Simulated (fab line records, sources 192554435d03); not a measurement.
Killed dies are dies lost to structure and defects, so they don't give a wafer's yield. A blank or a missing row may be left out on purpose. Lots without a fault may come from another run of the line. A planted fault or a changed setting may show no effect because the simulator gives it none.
A struck lot beside a sound one | flow n5_finfet | 14 steps out of a route of 1938
Sound: wafers L679.3, L679.5, L679.6. Struck: wafers L695.3, L695.5, L695.6. The cause comes at the end.
At each step with rows: each side's tool, then ch and its chambers, then its first start. Under that, the readings that differ: sound wafers | struck wafers | difference of the means | sigmas: that difference in standard deviations of wafers without a fault.
alike: readings whose means differ by less than 2 such deviations, and words and numbers that are the same on both sides. not compared: withheld readings, readings that some wafer has no value for, bounds like >300 that may hide the same value, and numbers for which the record gives no deviation and whose values overlap.
The two part at a step that has a row with sigmas, a row that says differs or no value, or rows on one side only. Numbers that don't overlap but have no deviation are shown without sigmas and don't part them. A reading that every wafer of one side lacks parts them only if that side has two wafers or more.

first, 1 step without rows for these wafers: N5_WELL_APT_HARDBAKE_12 (time 120 s).
N5_WELL_APT_CD_MEAS_08: target cd 200 nm.
  sound on cd_sem-02 ch 0, day 1 20:05; struck on cd_sem-01 ch 0, day 5 19:50
  alike: cd_nm
N5_WELL_APT_OVL_MEAS_09:
  sound on overlay-02 ch 0, day 1 20:06; struck on overlay-02 ch 0, day 5 19:52
  alike: NWELL_OVL
N5_WELL_APT_INSPECT_10: inspects for defects (macro).
  sound on defect_inspect-02, day 1 20:08; struck on defect_inspect-01, day 5 19:53
  alike: raw_defect_count
N5_WELL_APT_DESCUM_13: chemistry O2, time 7.9 s.
  sound on rie_diel-04 ch 0,1,3, day 1 20:25; struck on rie_diel-04 ch 2,3, day 5 19:55
  alike: bias_power_w, drypump_motor_current_A, oes_product_au, rf_vpp_V, showerhead_plenum_p_Torr, throttle_valve_pct
  not compared: rf_hours_counter_h
then, 7 steps without rows for these wafers: N5_WELL_APT_IMPLANT_14; N5_WELL_APT_IMPLANT_15; N5_WELL_APT_STRIP_16 (strips in SPM, time 900 s); N5_WELL_APT_HMDS_18 (time 60 s); N5_WELL_APT_COAT_19 (resist thk 950 nm); N5_WELL_APT_EBR_21; N5_WELL_APT_SOFTBAKE_20 (time 60 s).
N5_WELL_APT_EXPOSE_22: exposes mask PWELL, defocus 0 nm, target cd 200 nm.
  sound on krf_scanner-01 ch 0, day 1 21:25; struck on krf_scanner-02, day 5 20:48
  no value came back on the struck wafers for exposure_dose_mJ_cm2, focus_offset_nm (nm); on the sound wafers exposure_dose_mJ_cm2 reads 23.166 23.175 23.184
  alike: mask
then, 1 step without rows for these wafers: N5_WELL_APT_PEB_23 (peb time 90 s).

WHERE THEY PART
Only at N5_WELL_APT_EXPOSE_22, within this record.

WHY: what the simulator had put in
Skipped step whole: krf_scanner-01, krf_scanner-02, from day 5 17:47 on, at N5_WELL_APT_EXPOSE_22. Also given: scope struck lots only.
